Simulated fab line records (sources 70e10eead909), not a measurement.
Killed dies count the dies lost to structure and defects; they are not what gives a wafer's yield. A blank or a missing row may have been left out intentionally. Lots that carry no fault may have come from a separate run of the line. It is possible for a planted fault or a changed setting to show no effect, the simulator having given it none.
Matching of chambers / flow nand-harc / NHARC_P_GATE_ALD_36 on ald-sin-04: 4 sister chambers
The step deposits SiNx, target thk 20 nm, pulse time 60 s, ald cycles 223. 8 wafers are shown with their chamber, then 8 later ones without.

WAFERS PAIRED WITH THEIR CHAMBERS
wafer=L076.3; chamber=1; heater-power-w (W)=857; precursor-pulse-height-rel=0.994
wafer=L080.5; chamber=1; heater-power-w (W)=856; precursor-pulse-height-rel=1.029
wafer=L083.4; chamber=2; heater-power-w (W)=831; precursor-pulse-height-rel=1.020
wafer=L083.1; chamber=3; heater-power-w (W)=847; precursor-pulse-height-rel=0.964
wafer=L086.4; chamber=0; heater-power-w (W)=762; precursor-pulse-height-rel=1.024
wafer=L086.2; chamber=2; heater-power-w (W)=838; precursor-pulse-height-rel=1.006
wafer=L086.5; chamber=0; heater-power-w (W)=781; precursor-pulse-height-rel=0.952
wafer=L090.2; chamber=3; heater-power-w (W)=815; precursor-pulse-height-rel=1.001

WAFERS WITHOUT THEIR CHAMBER
wafer=L090.4; heater-power-w (W)=806; precursor-pulse-height-rel=0.990
wafer=L090.5; heater-power-w (W)=791; precursor-pulse-height-rel=1.031
wafer=L093.1; heater-power-w (W)=799; precursor-pulse-height-rel=0.981
wafer=L093.5; heater-power-w (W)=793; precursor-pulse-height-rel=1.030
wafer=L093.6; heater-power-w (W)=792; precursor-pulse-height-rel=0.998
wafer=L096.3; heater-power-w (W)=807; precursor-pulse-height-rel=1.000
wafer=L096.2; heater-power-w (W)=790; precursor-pulse-height-rel=0.998
wafer=L096.5; heater-power-w (W)=807; precursor-pulse-height-rel=1.012

THE CHAMBER EACH PASSED THROUGH
wafer=L090.4; from the rows above=can't be placed: 3 or 2 or 0 or 1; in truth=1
wafer=L090.5; from the rows above=can't be placed: 0 or 2 or 3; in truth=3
wafer=L093.1; from the rows above=can't be placed: 0 or 3 or 2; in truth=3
wafer=L093.5; from the rows above=can't be placed: 0 or 2 or 3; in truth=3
wafer=L093.6; from the rows above=can't be placed: 0 or 3 or 2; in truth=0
wafer=L096.3; from the rows above=can't be placed: 3 or 2 or 0 or 1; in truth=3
wafer=L096.2; from the rows above=can't be placed: 0 or 3 or 2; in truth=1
wafer=L096.5; from the rows above=can't be placed: 3 or 2 or 0 or 1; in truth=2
Placed correctly: 0 of 8. Not placeable from these rows: 8 (in 7, the candidates include the true chamber). Placed wrongly: 0.
How it was worked out, from the rows above alone: a wafer's distance from a chamber is the root of the sum, over the readings, of the square of ((its reading less the chamber's mean) divided by the reading's scatter). The wafer belongs to the nearest chamber; if the next one is less than 2 further off, it can't be placed. A chamber's mean is the mean of its shown wafers. The scatter is the square root of a quotient: the sum, over the shown wafers, of each reading's squared deviation from its chamber's mean, divided by wafers minus chambers.
